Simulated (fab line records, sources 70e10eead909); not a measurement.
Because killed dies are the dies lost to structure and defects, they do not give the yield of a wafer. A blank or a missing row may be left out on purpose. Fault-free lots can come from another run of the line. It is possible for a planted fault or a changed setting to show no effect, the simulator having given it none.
The same fault as seen by 3 desks / flow nand-harc / every desk sees just its own numbers, and what lay behind them comes last

== METROLOGY DESK ==
Means of the sampled wafers that have a number, per lot and without regard to the tool the lot ran on: this is what the gauges read. Marked OUT: a lot whose mean sits more than 4 standard deviations from the usual mean, which makes it out of limits; the brackets give that distance.
Columns: A = cd-nm at NHARC_A_CHANNEL_HOLE_D1_CD_MEAS_10, usual 100.0 nm; B = overlay-x-nm at NHARC_A_CHANNEL_HOLE_D1_OVL_MEAS_11, usual 0.2 nm; C = overlay-y-nm at NHARC_A_CHANNEL_HOLE_D1_OVL_MEAS_11, usual -0.2 nm; D = cd-nm at NHARC_A_CHANNEL_HOLE_D1_CD_MEAS_18, usual 99.7 nm; E = cd-nm at NHARC_A_CHANNEL_HOLE_D1_CD_MEAS_30, usual 90.3 nm
lot=L143; first seen here=day 8 22:26; A=100.8; B=0.8; C=1.7; D=99.2; E=90.2
lot=L142; first seen here=day 8 22:35; A=99.5; B=-0.9; C=-1.3; D=100.6; E=88.5
lot=L144; first seen here=day 9 14:34; A=100.3; B=0.1; C=-0.2; D=100.9; E=91.4
lot=L147; first seen here=day 10 21:26; A=100.5; B=1.3; C=-0.5; D=98.9; E=91.0
lot=L157; first seen here=day 15 02:50; A=99.5; B=0.6; C=-0.8; D=98.7; E=90.2
lot=L159; first seen here=day 15 19:57; A=99.8; B=-0.4; C=0.0; D=100.0; E=89.8
This desk's finding: nothing out of limits on any of the 6 lots.

== THE DEFECT DESK ==
Counts from the inspections along the route, per lot, as means over the sampled wafers that have a number. Marked OUT: a lot whose mean sits more than 4 standard deviations from the usual mean, which makes it out of limits; the brackets give that distance.
Columns: A = raw-defect-count at NHARC_A_CHANNEL_HOLE_D1_INSPECT_12, usual 6; B = raw-defect-count at NHARC_A_CHANNEL_HOLE_D1_INSPECT_40, usual 73
lot=L143; first seen here=day 8 22:35; A=4; B=90
lot=L142; first seen here=day 8 22:43; A=9; B=47
lot=L144; first seen here=day 9 14:41; A=5; B=103
lot=L147; first seen here=day 10 21:33; A=5; B=47
lot=L157; first seen here=day 15 02:58; A=7; B=214 (+4.5) OUT
lot=L159; first seen here=day 15 20:05; A=5; B=215 (+4.6) OUT
Finding of this desk: L157, L159 out of limits; the first was L157 at day 15 10:46, on raw-defect-count at NHARC_A_CHANNEL_HOLE_D1_INSPECT_40. Within limits: L143, L142, L144, L147.

== AT THE TOOL OWNER'S DESK: har-etch-02 ==
The tool's own readings at NHARC_A_CHANNEL_HOLE_D1_ETCH_20 (etches the open film in C4F8/O2/Ar, time 361.9 s, target depth 1600 nm): means of the sampled wafers that have a number, for each lot that ran on this tool. Marked OUT: a lot whose mean sits more than 4 standard deviations from the usual mean, which makes it out of limits; the brackets give that distance.
Columns: A = drypump-motor-current-A at NHARC_A_CHANNEL_HOLE_D1_ETCH_20, usual 5.6 A; B = showerhead-plenum-p-Torr at NHARC_A_CHANNEL_HOLE_D1_ETCH_20, usual 3.54 Torr; C = temp-c at NHARC_A_CHANNEL_HOLE_D1_ETCH_20, usual -20.00 C; D = throttle-valve-pct at NHARC_A_CHANNEL_HOLE_D1_ETCH_20, usual 32.155 %
lot=L143; first seen here=day 9 00:11; A=5.6; B=3.53; C=-20.00; D=32.149
lot=L144; first seen here=day 9 17:59; A=5.6; B=3.52; C=-19.97; D=32.159
lot=L157; first seen here=day 15 05:13; A=5.6; B=3.48; C=-19.92; D=32.151
lot=L159; first seen here=day 15 21:26; A=5.6; B=3.48; C=-20.02; D=32.150
This desk's finding: nothing out of limits on any of the 4 lots.

== ALL TOGETHER ==
The defect desk could have raised an alarm at day 15 10:46, on L157, L159.
Metrology desk: nothing out of limits seen.
Nothing out of limits was seen by the tool owner's desk.
The metrology desk holds a record of L157, L159, inside its limits.
Tool owner's desk: L157, L159 on record, inside its limits.
On har-etch-02, each named lot ran NHARC_A_CHANNEL_HOLE_D1_ETCH_20.

== WHAT THE SIMULATOR HAD PUT IN ==
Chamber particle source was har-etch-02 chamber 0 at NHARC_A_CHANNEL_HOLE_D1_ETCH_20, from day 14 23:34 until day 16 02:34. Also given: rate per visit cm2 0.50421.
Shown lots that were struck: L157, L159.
Hours from the fault's start to each desk's first reading out of limits: the defect desk, 11.
